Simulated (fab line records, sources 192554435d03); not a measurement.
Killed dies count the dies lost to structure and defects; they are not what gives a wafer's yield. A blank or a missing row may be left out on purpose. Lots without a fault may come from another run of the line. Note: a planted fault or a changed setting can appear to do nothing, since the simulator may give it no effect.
Matching of chambers	flow n5 finfet	rie diel-04 running N5_BEOL_M8_STRIP_67: 4 sister chambers
The step strips in CF4. 14 wafers are shown with their chamber, then 7 later ones without.

== WAFERS PAIRED WITH THEIR CHAMBERS ==
wafer	chamber	throttle valve pct (%)	showerhead plenum p Torr (Torr)	oes product au (a.u.)
L074.1	0	13.54	1.72	0.80
L074.3	2	14.03	1.76	0.67
L074.5	3	13.59	1.78	0.69
L075.1	2	14.06	1.76	0.67
L075.4	3	13.56	1.78	0.69
L075.6	0	13.54	1.72	0.80
L080.1	3	13.62	1.77	0.69
L080.3	1	13.49	1.72	0.73
L080.4	0	13.56	1.72	0.79
L083.1	1	13.50	1.72	0.72
L083.2	0	13.61	1.72	0.78
L083.3	3	13.63	1.77	0.68
L085.3	0	13.61	1.71	0.77
L085.5	0	13.61	1.71	0.77

SIGNATURES (means of the wafers above)
reading	chamber 0	chamber 1	chamber 2	chamber 3	scatter within a chamber
throttle valve pct	13.5783	13.4950	14.0450	13.6000	0.0313
showerhead plenum p Torr	1.7167	1.7200	1.7600	1.7750	0.00483
oes product au	0.7850	0.7250	0.6700	0.6875	0.0104
Rule: distance of a wafer from a chamber = root of the sum over the readings of ((wafer's reading minus chamber's mean) / reading's scatter) squared. The wafer belongs to the nearest chamber; if the next one is less than 2 further off, it can't be placed. The scatter: take each reading less its chamber's mean, square it, sum over the shown wafers, divide by the number of wafers less the number of chambers, and take the root.

== WAFERS MISSING THEIR CHAMBER ==
wafer	throttle valve pct (%)	showerhead plenum p Torr (Torr)	oes product au (a.u.)
L085.6	13.66	1.77	0.68
L093.1	13.64	1.71	0.76
L093.3	13.53	1.75	0.93
L093.5	13.52	1.75	0.93
L097.1	13.66	1.71	0.75
L097.3	13.14	1.76	0.94
L097.4	13.60	1.71	0.71

== WHICH CHAMBER EACH WENT THROUGH ==
wafer	from the rows above	in truth
L085.6	3	3
L093.1	0	0
L093.3	0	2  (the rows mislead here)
L093.5	0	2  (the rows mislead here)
L097.1	can't be placed: 0 or 1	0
L097.3	0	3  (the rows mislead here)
L097.4	1	1
Placed correctly: 3 of 7. Unplaceable from these rows: 1, with the true chamber sitting among the candidates in 1. Placed wrongly: 3.
